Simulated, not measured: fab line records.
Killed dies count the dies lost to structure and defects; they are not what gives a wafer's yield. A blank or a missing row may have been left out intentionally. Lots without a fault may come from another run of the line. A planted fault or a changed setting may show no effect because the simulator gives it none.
A single fault, viewed from 2 desks ; flow n5Finfet ; only its own numbers are on each desk; what lay behind them is given at the end

== METROLOGY DESK ==
What the gauges read for every lot (on any tool): the sampled wafers with a number, averaged. A lot is out of limits, marked OUT, if its mean lies more than 4 standard deviations from the usual mean; the brackets give that distance. Shown here are 7 of its 22 readings, the ones lying furthest out on some lot.
Columns: A = DIBL_P at N5_BEOL_M4_RC_MEAS_101, usual 36.5 mV/V; B = IOFF_P_LONG at N5_BEOL_M4_RC_MEAS_101, usual 0.000106 nA/um; C = ION_N at N5_BEOL_M4_RC_MEAS_101, usual 672 uA/um; D = RS_SD_P at N5_BEOL_M4_RC_MEAS_101, usual 65.6 ohm/sq; E = SS_P at N5_BEOL_M4_RC_MEAS_101, usual 73.4 mV/dec; F = VT_N at N5_BEOL_M4_RC_MEAS_101, usual 250 mV; G = VT_P_LONG at N5_BEOL_M4_RC_MEAS_101, usual -275.7 mV
lot;first seen here;A;B;C;D;E;F;G
L167;day 8 23:19;38.7;0.000109;674;66.1;74.7;249;-273.1
L176;day 10 13:52;33.7;0.000110;651;65.8;72.4;256;-274.5
L177;day 11 20:26;37.7;0.000113;674;64.4;74.1;250;-273.0
L182;day 11 22:42;36.3;0.000110;666;65.3;73.2;251;-276.9
L181;day 11 23:17;37.5;0.000101;669;65.8;73.7;252;-277.0
L185;day 13 08:45;36.7;0.000106;672;63.7;73.1;248;-274.6
L189;day 14 20:04;40.7;0.000089;676;64.3;74.7;248;-283.0
This desk's verdict: no lot among the 7 shows anything out of limits.

== FOR THE TOOL OWNER'S DESK: rieSi-06 ==
The tool's own readings at N5_SD_EPI_P_SD_RECESS_17 (chemistry HBr/Cl2/O2, target depth 39.1 nm, bt time 3 s): means of the sampled wafers that have a number, for each lot that ran on this tool. A lot is out of limits, marked OUT, if its mean lies more than 4 standard deviations from the usual mean; the brackets give that distance.
Columns: A = chamberPressureMTorr at N5_SD_EPI_P_SD_RECESS_17, usual 10.000 mTorr; B = drypumpMotorCurrentA at N5_SD_EPI_P_SD_RECESS_17, usual 5.8 A; C = mfcCl2Sccm at N5_SD_EPI_P_SD_RECESS_17, usual 80.00 sccm; D = oes_o_777_au at N5_SD_EPI_P_SD_RECESS_17, usual 0.989 a.u.; E = oesProductAu at N5_SD_EPI_P_SD_RECESS_17, usual 0.993 a.u.; F = rfFwdPowerW at N5_SD_EPI_P_SD_RECESS_17, usual 795.3 W; G = throttleValvePct at N5_SD_EPI_P_SD_RECESS_17, usual 37.0 %
lot;first seen here;A;B;C;D;E;F;G
L176;day 5 20:46;10.002;5.6;80.08;0.982;1.038;793.6;36.8
L177;day 6 05:47;9.994;5.6;79.87;0.978;1.029;795.1;36.8
This desk's verdict: no lot among the 2 shows anything out of limits.

== BROUGHT TOGETHER ==
At the metrology desk, nothing out of limits was observed.
The tool owner's desk saw nothing out of limits.

== WHAT THE SIMULATOR HAD PUT IN ==
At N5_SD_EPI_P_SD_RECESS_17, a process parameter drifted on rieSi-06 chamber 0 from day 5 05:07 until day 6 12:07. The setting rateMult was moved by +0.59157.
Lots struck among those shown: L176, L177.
